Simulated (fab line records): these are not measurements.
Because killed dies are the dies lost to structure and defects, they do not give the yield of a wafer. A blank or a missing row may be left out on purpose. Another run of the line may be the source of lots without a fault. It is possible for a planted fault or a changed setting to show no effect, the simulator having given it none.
fab line records	flow n5_finfet
[record] lots = 7	wafers = 21
route steps=1938 shown ZERO_LAYER@16 WELL_APT@21 PMOS_HMC_CHANNEL_EPI@58 FIN_SAQP@130 DUMMY_GATE@223 SD_EPI_N@275
start_h: start of the lot's first displayed wafer, in hours after the record's first day	wait_h: time in hours since the lot's previous step	" as in the row above	L1.1+2: several wafers, shown together as one row	- no value, or no start was given	* or withheld: withheld	< > ~ a bound
route shown NAME@n: names a module that has steps shown in the file, with the first one's number in the route	usual: average and standard deviation across the fault-free wafers	same: alike in all rows	chamber/n: place in a boat	sites: readings site by site	_std_site: standard deviation of those values	_edge_site: the outer-site mean with the inner-site mean subtracted	radius_mm: for every site, how far away it sits from the centre of the wafer	mask NAME#n: copy n	behind: the tool/chamber that last shaped the wafer	hold: the reason the lot was held/the length of the hold in hours/how it ended	device: names the non-switching transistor (n, p or np)	end of line: the route-end tests of the same wafers	where a step has no rows: the recipe by itself	killed: the dies lost at the first sort to structure and to defects; this is not the yield of the wafer	map: the dies of a wafer, with x for killed, . for not killed, _ for no die there
set.NAME: the setting that was run; set.NAME@STEP: the one run at that earlier step	model.NAME: the simulator's own value behind a step, which no gauge read
lots whose settings were changed on purpose; a table a step, a row a wafer
[[steps]]
[step N5_ZERO_LAYER_ETCH_18]
[recipe] chemistry = HBr/Cl2	target = Si	target_depth_a = 1200	time_s = 40	pressure_mtorr = 10	icp_w = 800	bias_w = 75	HBr_flow_sccm = 150	Cl2_flow_sccm = 80
lot.wafer	tool	chamber	start_h	wait_h	set.icp_w	model.etch.depth_nm	model.ZERO_LAYER.feature_depth_nm
L079.1	rie_si-05	3	42.92	0.0	665.2	110.2	110.2
L079.3	"	1	"	"	665.2	109.2	109.2
L079.6	"	0	"	"	800	121.4	121.4
L080.1	rie_si-05	2	48.82	0.0	800	118.4	118.4
L080.2	"	0	"	"	800	122.7	122.7
L080.4	"	3	"	"	800	119.6	119.6
L082.3	rie_si-06	3	60.79	0.0	800	117.1	117.1
L082.4	"	2	"	"	849	125.2	125.2
L082.5	"	3	"	"	800	117.5	117.5
L083.2	rie_si-03	3	66.92	0.0	800	121.6	121.6
L083.3	"	1	"	"	800	119.7	119.7
L083.6	"	3	"	"	800	121.3	121.3
L090.3	rie_si-06	2	109.02	0.1	800	121	121
L090.5	"	2	"	"	800	120	120
L090.6	"	0	"	"	800	116.8	116.8
L092.1	rie_si-06	2	120.91	0.0	800	121.9	121.9
L092.5	"	0	"	"	800	119.4	119.4
L092.6	"	3	"	"	800	118.1	118.1
L096.2	rie_si-05	0	144.93	0.0	800	122	122
L096.3	"	2	"	"	859.4	123.7	123.7
L096.6	"	0	"	"	859.4	125.9	125.9
[step N5_WELL_APT_COAT_02]
[recipe] spin_rpm = 1357	resist_thk_nm = 950
lot.wafer	tool	chamber	start_h	wait_h	set.spin_rpm	model.coat_of_WELL_APT_COAT_02.thk_nm
L079.1	litho_track-02	0	-	-	1303	971.2
L079.3	"	0	"	"	1357	950.2
L079.6	"	0	"	"	1357	950.5
L080.1	litho_track-03	0	-	-	1357	947.7
L080.2	"	0	"	"	1357	947.9
L080.4	"	0	"	"	1357	948.9
L082.3	litho_track-03	0	-	-	1445	919.2
L082.4	"	0	"	"	1445	919.9
L082.5	"	0	"	"	1357	950.8
L083.2	litho_track-02	0	-	-	1357	947.9
L083.3	"	0	"	"	1357	951.2
L083.6	"	0	"	"	1357	946.7
L090.3	litho_track-03	0	-	-	1357	953
L090.5	"	0	"	"	1357	950
L090.6	"	0	"	"	1479	911.4
L092.1	litho_track-01	0	-	-	1357	950.9
L092.5	"	0	"	"	1357	947.2
L092.6	"	0	"	"	1357	950.1
L096.2	litho_track-03	0	-	-	1357	951.9
L096.3	"	0	"	"	1426	931.1
L096.6	"	0	"	"	1426	928.4
[step N5_PMOS_HMC_CHANNEL_EPI_COAT_31]
[recipe] resist = BARC	temp_c = 205	time_s = 60	spin_rpm = 1500	resist_thk_nm = 66
lot.wafer	tool	chamber	start_h	wait_h	set.spin_rpm	model.BARC_of_PMOS_HMC_CHANNEL_EPI_COAT_31.thk_nm
L079.1	litho_track-05	0	46.80	0.0	1500	65.78
L079.3	"	0	"	"	1378	68.64
L079.6	"	0	"	"	1500	65.63
L080.1	litho_track-05	0	52.96	0.0	1347	69.6
L080.2	"	0	"	"	1500	65.89
L080.4	"	0	"	"	1347	69.79
L082.3	litho_track-01	0	64.88	0.0	1621	63.56
L082.4	"	0	"	"	1500	65.75
L082.5	"	0	"	"	1500	66.09
L083.2	litho_track-05	0	70.84	0.0	1500	65.56
L083.3	"	0	"	"	1500	65.59
L083.6	"	0	"	"	1500	65.74
L090.3	litho_track-05	0	112.84	0.0	1593	63.81
L090.5	"	0	"	"	1500	65.73
L090.6	"	0	"	"	1593	63.95
L092.1	litho_track-01	0	124.92	0.0	1500	66.06
L092.5	"	0	"	"	1375	68.99
L092.6	"	0	"	"	1500	65.9
L096.2	litho_track-04	0	148.68	0.0	1500	65.83
L096.3	"	0	"	"	1649	62.91
L096.6	"	0	"	"	1500	65.85
[step N5_PMOS_HMC_CHANNEL_EPI_PEB_07]
[recipe] peb_temp_c = 110	peb_time_s = 60	resist = CAR-ArF-block
lot.wafer	tool	chamber	start_h	wait_h	set.peb_temp_c
L079.1	litho_track-04	0	46.96	0.1	107.2
L079.3+6	"	0	"	"	110
L080.1+2+4	litho_track-04	0	53.12	0.1	110
L082.3+4	litho_track-01	0	65.04	0.0	106.5
L082.5	"	0	"	"	110
L083.2+3+6	litho_track-05	0	71.12	0.0	110
L090.3+5+6	litho_track-05	0	113.00	0.0	110
L092.1+5	litho_track-04	0	125.21	0.1	110
L092.6	"	0	"	"	113
L096.2+6	litho_track-04	0	148.84	0.0	112
L096.3	"	0	"	"	110
[step N5_PMOS_HMC_CHANNEL_EPI_DEVELOP_08]
[recipe] develop_time_s = 30	developer = TMAH	resist = CAR-ArF-block	dev_temp_c = 23	rinse_liquid = diw	dry = air_spin
[step N5_PMOS_HMC_CHANNEL_EPI_CD_MEAS_09]
[recipe] target_cd_nm = 237.4	landing_energy_ev = 500	detector = se_inlens
[usual] cd_nm = 236.8/1.1
lot.wafer	tool	chamber	start_h	wait_h	set.peb_temp_c@PMOS_HMC_CHANNEL_EPI_PEB_07	cd_nm
L079.1	cd_sem-03	0	47.02	-	107.2	226.4
L079.3	"	0	"	"	110	235.5
L079.6	"	0	"	"	110	237.5
L080.1	cd_sem-01	0	53.18	-	110	236.9
L080.2	"	0	"	"	110	236.5
L080.4	"	0	"	"	110	235.2
L082.3	cd_sem-02	0	65.10	-	106.5	224.1
L082.4	"	0	"	"	106.5	224.1
L082.5	"	0	"	"	110	235.6
L083.2	cd_sem-01	0	71.19	-	110	238.0
L083.3	"	0	"	"	110	238.5
L083.6	"	0	"	"	110	238.6
L090.3	cd_sem-02	0	113.07	-	110	237.1
L090.5	"	0	"	"	110	235.6
L090.6	"	0	"	"	110	237.0
L092.1	cd_sem-01	0	125.27	-	110	235.8
L092.5	"	0	"	"	110	235.3
L092.6	"	0	"	"	113	244.2
L096.2	cd_sem-02	0	148.90	-	112	241.9
L096.3	"	0	"	"	110	235.4
L096.6	"	0	"	"	112	241.6
[step N5_PMOS_HMC_CHANNEL_EPI_DESCUM_14]
[recipe] chemistry = O2	time_s = 7.9	source_power_w = 50	bias_power_w = 20	pressure_mtorr = 20	rf_frequency_hz = 2.712e+07	temp_c = 40	resist = CAR-ArF-block	o2_flow_sccm = 225
lot.wafer	tool	chamber	start_h	wait_h	set.peb_temp_c@PMOS_HMC_CHANNEL_EPI_PEB_07	model.PMOS_HMC_CHANNEL_EPI.cd_nm
L079.1	rie_diel-02	1	47.64	0.6	107.2	226.2
L079.3	"	2	"	"	110	236.2
L079.6	"	2	"	"	110	237.8
L080.1	rie_diel-02	3	53.38	0.1	110	237.2
L080.2	"	1	"	"	110	236.3
L080.4	"	0	"	"	110	235.4
L082.3	rie_diel-01	1	65.34	0.2	106.5	223.7
L082.4	"	0	"	"	106.5	224.1
L082.5	"	3	"	"	110	235.7
L083.2	rie_diel-01	3	71.27	0.0	110	238.4
L083.3	"	1	"	"	110	238.3
L083.6	"	0	"	"	110	238.7
L090.3	rie_diel-06	2	113.41	0.3	110	236.5
L090.5	"	3	"	"	110	235.7
L090.6	"	2	"	"	110	236.6
L092.1	rie_diel-02	1	125.36	0.0	110	235.9
L092.5	"	3	"	"	110	235.3
L092.6	"	0	"	"	113	244
L096.2	rie_diel-06	1	148.99	0.0	112	241.4
L096.3	"	2	"	"	110	235.2
L096.6	"	1	"	"	112	241.5
[step N5_PMOS_HMC_CHANNEL_EPI_ETCH_32]
[recipe] chemistry = N2/H2	target = BARC	stop_on = SiO2	target_depth_a = 858	over_etch_frac = 0.3	time_s = 50.3	ion_energy_ev = 200	mask_material = CAR-ArF-block	pressure_mtorr = 30	source_w = 840	bias_w = 150	n2_flow_sccm = 200	h2_flow_sccm = 200
lot.wafer	tool	chamber	start_h	wait_h	set.spin_rpm@PMOS_HMC_CHANNEL_EPI_COAT_31	model.etch.depth_nm
L079.1	rie_diel-02	1	47.67	0.0	1500	65.78
L079.3	"	2	"	"	1378	68.64
L079.6	"	2	"	"	1500	65.63
L080.1	rie_diel-02	3	53.42	0.0	1347	69.6
L080.2	"	1	"	"	1500	65.89
L080.4	"	0	"	"	1347	69.79
L082.3	rie_diel-01	1	65.38	0.0	1621	63.56
L082.4	"	0	"	"	1500	65.75
L082.5	"	3	"	"	1500	66.09
L083.2	rie_diel-01	3	71.31	0.0	1500	65.56
L083.3	"	1	"	"	1500	65.59
L083.6	"	0	"	"	1500	65.74
L090.3	rie_diel-06	2	113.47	0.0	1593	63.81
L090.5	"	3	"	"	1500	65.73
L090.6	"	2	"	"	1593	63.95
L092.1	rie_diel-02	1	125.40	0.0	1500	66.06
L092.5	"	3	"	"	1375	68.99
L092.6	"	0	"	"	1500	65.9
L096.2	rie_diel-06	1	149.02	0.0	1500	65.83
L096.3	"	2	"	"	1649	62.91
L096.6	"	1	"	"	1500	65.85
[step N5_PMOS_HMC_CHANNEL_EPI_HM_OPEN_15]
[recipe] chemistry = CHF3/O2	target = SiO2	mask_material = CAR-ArF-block	target_depth_a = 406	CHF3_flow_sccm = 50	O2_flow_sccm = 5	Ar_flow_sccm = 200	time_s = 20.3	pressure_mtorr = 30	source_w = 650	bias_w = 170	ion_energy_ev = 200
[step N5_PMOS_HMC_CHANNEL_EPI_STRIP_33]
[recipe] chemistry = N2/H2	power_w = 500	temp_c = 40	pressure_mtorr = 50	rf_frequency_hz = 6e+07	overash_fraction = 0.3	bias_power_w = 8	h2_frac = 0.5	n2_flow_sccm = 300	h2_flow_sccm = 300
[step N5_PMOS_HMC_CHANNEL_EPI_STRIP_17]
[recipe] chemistry = SPM	time_s = 750	temp_c = 130	h2so4_h2o2_vol_ratio = 4	dry = ipa_marangoni
[step N5_PMOS_HMC_CHANNEL_EPI_ETCH_38]
[recipe] chemistry = CF4	target = SiO2	target_depth_a = 15	ion_energy_ev = 350	pressure_mtorr = 10	icp_w = 800	bias_w = 400	cf4_flow_sccm = 80
lot.wafer	tool	chamber	start_h	wait_h	set.peb_temp_c@PMOS_HMC_CHANNEL_EPI_PEB_07	model.PMOS_HMC_CHANNEL_EPI.cd_nm
L079.1	rie_si-01	0	48.08	0.0	107.2	227.9
L079.3	"	1	"	"	110	239
L079.6	"	1	"	"	110	240.8
L080.1	rie_si-01	3	53.83	0.0	110	240.1
L080.2	"	2	"	"	110	239.3
L080.4	"	0	"	"	110	238.3
L082.3	rie_si-04	1	65.78	0.0	106.5	226.1
L082.4	"	0	"	"	106.5	227.6
L082.5	"	3	"	"	110	237.5
L083.2	rie_si-02	3	71.73	0.0	110	240.6
L083.3	"	1	"	"	110	240.8
L083.6	"	0	"	"	110	242.1
L090.3	rie_si-01	2	113.94	0.0	110	238.8
L090.5	"	3	"	"	110	238.3
L090.6	"	0	"	"	110	238.6
L092.1	rie_si-01	2	125.80	0.0	110	238.6
L092.5	"	1	"	"	110	238.3
L092.6	"	2	"	"	113	247.2
L096.2	rie_si-04	3	149.43	0.0	112	243.5
L096.3	"	0	"	"	110	236.8
L096.6	"	2	"	"	112	243.8
[step N5_FIN_SAQP_ETCH_65]
[recipe] chemistry = CF4	target = SiO2	target_depth_a = 40	ion_energy_ev = 350	time_s = 4.4	pressure_mtorr = 10	icp_w = 800	bias_w = 400	cf4_flow_sccm = 80
lot.wafer	tool	chamber	start_h	wait_h	set.time_s	model.etch.depth_nm
L079.1	rie_si-05	3	54.31	0.1	4.4	3.974
L079.3	"	1	"	"	5.069	4.52
L079.6	"	1	"	"	5.069	4.542
L080.1	rie_si-05	1	60.25	0.1	4.4	3.985
L080.2	"	3	"	"	4.4	4.028
L080.4	"	0	"	"	3.878	3.577
L082.3	rie_si-03	3	72.18	0.1	4.121	3.81
L082.4	"	0	"	"	4.4	4.068
L082.5	"	1	"	"	4.121	3.768
L083.2	rie_si-03	1	78.26	0.1	4.4	4.025
L083.3	"	3	"	"	4.4	4.021
L083.6	"	2	"	"	4.4	3.97
L090.3	rie_si-03	1	123.48	0.1	4.4	4.032
L090.5	"	1	"	"	4.4	4.079
L090.6	"	2	"	"	3.946	3.589
L092.1	rie_si-03	3	132.26	0.1	4.4	4.087
L092.5	"	3	"	"	5.272	4.874
L092.6	"	0	"	"	5.272	4.859
L096.2	rie_si-06	1	156.60	0.1	3.682	3.332
L096.3	"	2	"	"	4.4	4.06
L096.6	"	0	"	"	4.4	3.947
[step N5_DUMMY_GATE_COAT_35]
[recipe] resist = SiARC	temp_c = 220	time_s = 60	spin_rpm = 1500	resist_thk_nm = 10
lot.wafer	tool	chamber	start_h	wait_h	set.spin_rpm	model.SiARC_of_DUMMY_GATE_COAT_35.thk_nm
L079.1+3	litho_track-04	0	-	-	1358	10.4
L079.6	"	0	"	"	1500	10
L080.1+4	litho_track-05	0	-	-	1500	10
L080.2	"	0	"	"	1545	9.8
L082.3+4	litho_track-04	0	-	-	1500	10
L082.5	"	0	"	"	1658	9.6
L083.2+3+6	litho_track-02	0	-	-	1500	10
L090.3	litho_track-02	0	-	-	1410	10.4
L090.5+6	"	0	"	"	1410	10.2
L092.1+5+6	litho_track-05	0	-	-	1500	10
L096.2+3	litho_track-02	0	-	-	1446	10.2
L096.6	"	0	"	"	1500	10
[step N5_SD_EPI_N_ETCH_35]
[recipe] chemistry = N2/H2	target = SOC	overetch_a = 1080	mask_material = SiARC	temp_c = 40	ion_energy_ev = 100	source_w = 3000	bias_w = 133	pressure_mtorr = 20	time_s = 486	n2_flow_sccm = 200	h2_flow_sccm = 200
lot.wafer	tool	chamber	start_h	wait_h	set.time_s	model.SiARC_of_SD_EPI_N_COAT_33.thk_nm
L079.1+3	rie_diel-03	1,3	77.58	0.0	553.8	18.2
L079.6	"	0	"	"	486	20
L080.1	rie_diel-05	3	84.90	0.0	422	22.2
L080.2	"	2	"	"	422	21
L080.4	"	1	"	"	486	19.4
L082.3	rie_diel-04	3	98.26	0.0	423.1	22
L082.4	"	2	"	"	486	19.4
L082.5	"	0	"	"	486	19.2
L083.2	rie_diel-05	1	103.64	0.0	486	19.2
L083.3+6	"	2	"	"	486	18.8
L090.3	rie_diel-05	2	149.24	0.0	486	19
L090.5	"	0	"	"	486	19.6
L090.6	"	3	"	"	486	20.2
L092.1	rie_diel-05	3	158.24	0.0	486	20
L092.5	"	1	"	"	486	19.2
L092.6	"	2	"	"	436.9	20.4
L096.2	rie_diel-03	3	181.24	0.1	486	20.4
L096.3	"	0	"	"	527.5	18.6
L096.6	"	3	"	"	486	20.2
[step N5_SD_EPI_N_STRIP_36]
[recipe] chemistry = N2/H2	temp_c = 40	n2_flow_sccm = 200	h2_flow_sccm = 200	rf_frequency_hz = 6e+07
[step N5_SD_EPI_N_ETCHBACK_44]
[recipe] chemistry = CH3F/O2	mode = anisotropic_etchback	target = SiNx	target_depth_a = 145	stop_on = SiO2	over_etch_frac = 0.3	ion_energy_ev = 120	pressure_mtorr = 30	source_w = 395	bias_w = 73	Ar_flow_sccm = 150	CH3F_flow_sccm = 30	O2_flow_sccm = 20
lot.wafer	tool	chamber	start_h	wait_h	set.time_s@SD_EPI_N_ETCH_35	model.SiARC_of_SD_EPI_N_COAT_33.thk_nm
L079.1+3	rie_diel-03	1,3	77.90	0.0	553.8	14.6
L079.6	"	0	"	"	486	16.2
L080.1	rie_diel-05	3	85.23	0.0	422	18.4
L080.2	"	2	"	"	422	17
L080.4	"	1	"	"	486	15.6
L082.3	rie_diel-04	3	98.58	0.0	423.1	18.2
L082.4	"	2	"	"	486	15.6
L082.5	"	0	"	"	486	15.4
L083.2	rie_diel-05	1	103.97	0.0	486	15.4
L083.3+6	"	2	"	"	486	14.8
L090.3	rie_diel-05	2	149.56	0.0	486	15
L090.5	"	0	"	"	486	16
L090.6	"	3	"	"	486	16.4
L092.1	rie_diel-05	3	158.57	0.0	486	16.2
L092.5	"	1	"	"	486	15.4
L092.6	"	2	"	"	436.9	16.4
L096.2	rie_diel-03	3	181.72	0.0	486	16.8
L096.3	"	0	"	"	527.5	14.8
L096.6	"	3	"	"	486	16.6
[step N5_SD_EPI_N_ETCH_45]
[recipe] chemistry = CH3F/O2	target = SiOCN	target_depth_a = 60	mask_material = SOC	ion_energy_ev = 60	bias_w = 29	pressure_mtorr = 15	source_w = 410	Ar_flow_sccm = 150	CH3F_flow_sccm = 30	O2_flow_sccm = 20
lot.wafer	tool	chamber	start_h	wait_h	set.target_depth_a	model.etch.depth_nm
L079.1	rie_diel-03	1	78.00	0.1	66.89	6.454
L079.3	"	3	"	"	66.89	6.442
L079.6	"	0	"	"	60	5.904
L080.1	rie_diel-05	3	85.33	0.1	57.02	5.685
L080.2	"	2	"	"	57.02	5.928
L080.4	"	1	"	"	60	6.143
L082.3	rie_diel-04	3	98.68	0.1	57.21	5.711
L082.4	"	2	"	"	57.21	5.845
L082.5	"	0	"	"	60	6.122
L083.2	rie_diel-05	1	104.07	0.1	60	6.128
L083.3	"	2	"	"	60	6.271
L083.6	"	2	"	"	60	6.247
L090.3	rie_diel-05	2	149.66	0.1	60	6.264
L090.5	"	0	"	"	62.14	6.243
L090.6	"	3	"	"	62.14	6.205
L092.1	rie_diel-05	3	158.67	0.1	60	6.015
L092.5	"	1	"	"	64.09	6.533
L092.6	"	2	"	"	64.09	6.669
L096.2	rie_diel-03	3	181.87	0.1	60	5.74
L096.3	"	0	"	"	60	5.924
L096.6	"	3	"	"	60	5.793
[step N5_SD_EPI_N_EPI_21]
[recipe] material = Si:P	dopant = P	temp_c = 680	pressure_torr = 255	time_s = 690
lot.wafer	tool	chamber	start_h	wait_h	set.time_s	model.Si-P_of_SD_EPI_N_EPI_21.thk_nm
L079.1	epi_rpcvd-02	0	79.16	0.1	729.3	61.8
L079.3	"	0	"	"	690	59.4
L079.6	"	0	"	"	729.3	61.6
L080.1	epi_rpcvd-03	0	86.68	0.2	690	59.8
L080.2	"	0	"	"	690	60.6
L080.4	"	0	"	"	690	59.6
L082.3	epi_rpcvd-02	0	100.40	0.7	557.1	51.4
L082.4	"	0	"	"	690	58.8
L082.5	"	0	"	"	557.1	51
L083.2	epi_rpcvd-02	0	105.50	0.4	690	59.6
L083.3	"	0	"	"	690	60.6
L083.6	"	0	"	"	690	59.2
L090.3	epi_rpcvd-03	0	151.56	0.7	784.6	64.6
L090.5	"	0	"	"	784.6	64.8
L090.6	"	0	"	"	690	59.2
L092.1	epi_rpcvd-03	0	159.84	0.1	690	58.8
L092.5	"	0	160.96	1.1	690	59
L092.6	"	0	"	"	690	59.6
L096.2	epi_rpcvd-02	0	183.39	0.4	690	57.4
L096.3	"	0	"	"	690	58
L096.6	"	0	"	"	690	57.8
[step N5_SD_EPI_N_EPI_MEAS_23]
[recipe] mode = xrd
[usual] thk_nm = 59.2/1.2
lot.wafer	tool	chamber	start_h	wait_h	set.time_s@SD_EPI_N_EPI_21	thk_nm
L079.1	film_metro-01	-	80.88	1.4	729.3	61.4
L079.3	"	-	"	"	690	58.9
L079.6	"	-	"	"	729.3	61.3
L080.1	film_metro-01	-	88.95	1.9	690	59.7
L080.2	"	-	"	"	690	59.6
L080.4	"	-	"	"	690	60.4
L082.3	film_metro-01	-	101.56	0.9	557.1	49.6
L082.4	"	-	"	"	690	58.1
L082.5	"	-	"	"	557.1	50.6
L083.2	film_metro-02	-	106.94	1.2	690	60.8
L083.3	"	-	"	"	690	60.9
L083.6	"	-	"	"	690	58.6
L090.3	film_metro-02	-	152.72	0.9	784.6	65.2
L090.5	"	-	"	"	784.6	65.4
L090.6	"	-	"	"	690	57.4
L092.1	film_metro-02	-	161.56	1.4	690	59.2
L092.5	"	-	"	"	690	59.7
L092.6	"	-	"	"	690	61.1
L096.2	film_metro-02	-	184.82	1.2	690	58.1
L096.3	"	-	"	"	690	58.6
L096.6	"	-	"	"	690	60.1
[[key]]
[split] step = N5_ZERO_LAYER_ETCH_18	setting = icp_w	stated = 800	by = wafer
[response] step = N5_ZERO_LAYER_ETCH_18	reading = model.etch.depth_nm	change = +0.706	per = 1%	r = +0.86
[response] step = N5_ZERO_LAYER_ETCH_18	reading = model.ZERO_LAYER.feature_depth_nm	change = +0.706	per = 1%	r = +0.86
[split] step = N5_WELL_APT_COAT_02	setting = spin_rpm	stated = 1357	by = wafer
[response] step = N5_WELL_APT_COAT_02	reading = model.coat_of_WELL_APT_COAT_02.thk_nm	change = -4.61	per = 1%	r = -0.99
[split] step = N5_PMOS_HMC_CHANNEL_EPI_COAT_31	setting = spin_rpm	stated = 1500	by = wafer
[response] step = N5_PMOS_HMC_CHANNEL_EPI_COAT_31	reading = model.BARC_of_PMOS_HMC_CHANNEL_EPI_COAT_31.thk_nm	change = -0.334	per = 1%	r = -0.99
[response] step = N5_PMOS_HMC_CHANNEL_EPI_ETCH_32	reading = model.etch.depth_nm	change = -0.334	per = 1%	r = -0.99
[split] step = N5_PMOS_HMC_CHANNEL_EPI_PEB_07	setting = peb_temp_c	stated = 110	by = wafer
[response] step = N5_PMOS_HMC_CHANNEL_EPI_CD_MEAS_09	reading = cd_nm	change = +3.56	per = 1%	r = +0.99
[response] step = N5_PMOS_HMC_CHANNEL_EPI_DESCUM_14	reading = model.PMOS_HMC_CHANNEL_EPI.cd_nm	change = +3.62	per = 1%	r = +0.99
[response] step = N5_PMOS_HMC_CHANNEL_EPI_ETCH_38	reading = model.PMOS_HMC_CHANNEL_EPI.cd_nm	change = +3.67	per = 1%	r = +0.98
[split] step = N5_FIN_SAQP_ETCH_65	setting = time_s	stated = 4.4	by = wafer
[response] step = N5_FIN_SAQP_ETCH_65	reading = model.etch.depth_nm	change = +0.0395	per = 1%	r = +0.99
[split] step = N5_DUMMY_GATE_COAT_35	setting = spin_rpm	stated = 1500	by = wafer
[response] step = N5_DUMMY_GATE_COAT_35	reading = model.SiARC_of_DUMMY_GATE_COAT_35.thk_nm	change = -0.0419	per = 1%	r = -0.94
[split] step = N5_SD_EPI_N_ETCH_35	setting = time_s	stated = 486	by = wafer
[response] step = N5_SD_EPI_N_ETCH_35	reading = model.SiARC_of_SD_EPI_N_COAT_33.thk_nm	change = -0.157	per = 1%	r = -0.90
[response] step = N5_SD_EPI_N_ETCHBACK_44	reading = model.SiARC_of_SD_EPI_N_COAT_33.thk_nm	change = -0.151	per = 1%	r = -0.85
[split] step = N5_SD_EPI_N_ETCH_45	setting = target_depth_a	stated = 60	by = wafer
[response] step = N5_SD_EPI_N_ETCH_45	reading = model.etch.depth_nm	change = +0.0563	per = 1%	r = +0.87
[split] step = N5_SD_EPI_N_EPI_21	setting = time_s	stated = 690	by = wafer
[response] step = N5_SD_EPI_N_EPI_21	reading = model.Si-P_of_SD_EPI_N_EPI_21.thk_nm	change = +0.397	per = 1%	r = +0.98
[response] step = N5_SD_EPI_N_EPI_MEAS_23	reading = thk_nm	change = *	per = 1%	r = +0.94
